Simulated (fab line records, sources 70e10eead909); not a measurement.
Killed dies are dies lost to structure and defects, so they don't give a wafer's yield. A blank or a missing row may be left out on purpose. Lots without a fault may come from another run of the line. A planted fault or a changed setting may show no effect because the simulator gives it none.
Chamber matching | flow nand_harc | NHARC_A_STAIRCASE_ETCH_444 on rie_diel-04: 4 sister chambers
The step etches the open film in C4F8/O2, target depth 20400 nm, time 6800 s. 8 wafers are shown with their chamber, then 7 later ones without.

WAFERS WITH THEIR CHAMBER
wafer  | chamber | rf_fwd_power_W (W) | rf_vpp_V (V)
L082.6 | 2       | 605.4              | 811
L084.1 | 3       | 600.0              | 812
L084.4 | 0       | 601.6              | 800
L087.1 | 1       | 599.7              | 816
L087.2 | 0       | 599.5              | 802
L087.3 | 3       | 602.8              | 814
L093.2 | 1       | 597.7              | 817
L093.3 | 2       | 603.3              | 809

WAFERS WITHOUT THEIR CHAMBER
wafer  | rf_fwd_power_W (W) | rf_vpp_V (V)
L093.5 | 599.5              | 809
L095.1 | 599.4              | 809
L095.5 | 600.0              | 815
L095.4 | 598.3              | 810
L097.3 | 602.2              | 815
L097.4 | 600.5              | 809
L097.6 | 603.1              | 816

WHICH CHAMBER EACH WENT THROUGH
wafer  | from the rows above     | in truth
L093.5 | can't be placed: 2 or 3 | 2
L095.1 | can't be placed: 2 or 3 | 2
L095.5 | can't be placed: 1 or 3 | 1
L095.4 | can't be placed: 3 or 2 | 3
L097.3 | can't be placed: 3 or 1 | 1
L097.4 | can't be placed: 2 or 3 | 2
L097.6 | can't be placed: 3 or 1 | 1
Placed correctly: 0 of 7. Can't be placed from these rows: 7 (the true chamber is among the candidates in 7). Placed wrongly: 0.
How it was worked out, from the rows above alone: a wafer's distance from a chamber is the root of the sum, over the readings, of the square of ((its reading less the chamber's mean) divided by the reading's scatter). The wafer belongs to the nearest chamber; if the next one is less than 2 further off, it can't be placed. A chamber's mean is the mean of its shown wafers. The scatter: the root of (the sum of the squares of (reading less its chamber's mean) over the shown wafers, divided by (wafers less chambers)).
